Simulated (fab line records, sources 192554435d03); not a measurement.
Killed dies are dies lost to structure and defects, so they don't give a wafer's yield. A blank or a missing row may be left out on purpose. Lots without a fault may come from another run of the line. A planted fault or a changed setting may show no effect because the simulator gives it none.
Problem report in the 8D (eight disciplines) form, filled by code | flow n5_finfet | the parts of the form that need people (team, actions taken, sign-off) are left out

1. THE PROBLEM
spin_speed_rpm at N5_BEOL_M7_COAT_60 reads a mean of 1591.4 rpm on 6 wafers of 2 lots; wafers without a fault read 1500.0 rpm with a standard deviation of 1.1. That is +83 standard deviations from the usual mean.
The step: time 60 s, resist thk 35 nm.
First seen on wafer L401.3, day 11 14:10, on litho_track-01. The record holds 12 wafers of 4 lots with a number at this step. Rule for "out", or "out of limits": more than 4 standard deviations from the usual mean. The other wafers with a number count as sound.

2. WHAT IT IS AND WHAT IT IS NOT
question                    | is                     | is not
which readings at this step | spin_speed_rpm         | plate_temp_C
which lots                  | L401, L403             | L399, L417
which wafers of those lots  | all that have a number | -
read on which tools         | litho_track-01         | litho_track-03
when                        | from day 11 14:10      | up to then (3 sound wafers); but 3 sound wafers of L417 came after

3. SUSPECTS, AND WHAT RULES EACH OUT
Counting: a tool at a process step up to the reading stays a suspect if it ran every lot that is out and no sound lot after the first of them.
- litho_track-01 at N5_BEOL_M7_COAT_60 (time 60 s, resist thk 35 nm): kept. It ran every lot that is out, first L401 (day 11 14:10), and no sound lot after that; its last sound lot up to then is L399 (day 11 05:14). Its own readings are out on those wafers: spin_speed_rpm.
Left after counting: litho_track-01 at N5_BEOL_M7_COAT_60.

4. THE CAUSE (what the simulator had put in)
Process parameter drift: litho_track-01, from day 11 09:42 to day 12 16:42, at N5_BEOL_M7_COAT_60. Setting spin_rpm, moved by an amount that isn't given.
Counting left only this tool.

5. THE CHAIN OF EFFECTS, in route order
Each row: a reading whose mean over the struck wafers that have a number lies more than 3 standard deviations from the usual. Only readings for which the record gives a usual standard deviation are gone through. hours: the time from each lot's start at the first step in this table that gives one to its start at this step, as a median over the lots. sigmas: the change in usual standard deviations.
hours | step               | reading        | usual      | on struck wafers | change | sigmas
0     | N5_BEOL_M7_COAT_60 | spin_speed_rpm | 1500.0 rpm | 1591.4           | +91.4  | +83
The process steps in it:
- N5_BEOL_M7_COAT_60: time 60 s, resist thk 35 nm.

6. WHAT WOULD HAVE CAUGHT IT SOONER
In this record the first reading out of limits was taken at day 11 14:10, 4 hours after the fault began at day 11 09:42.
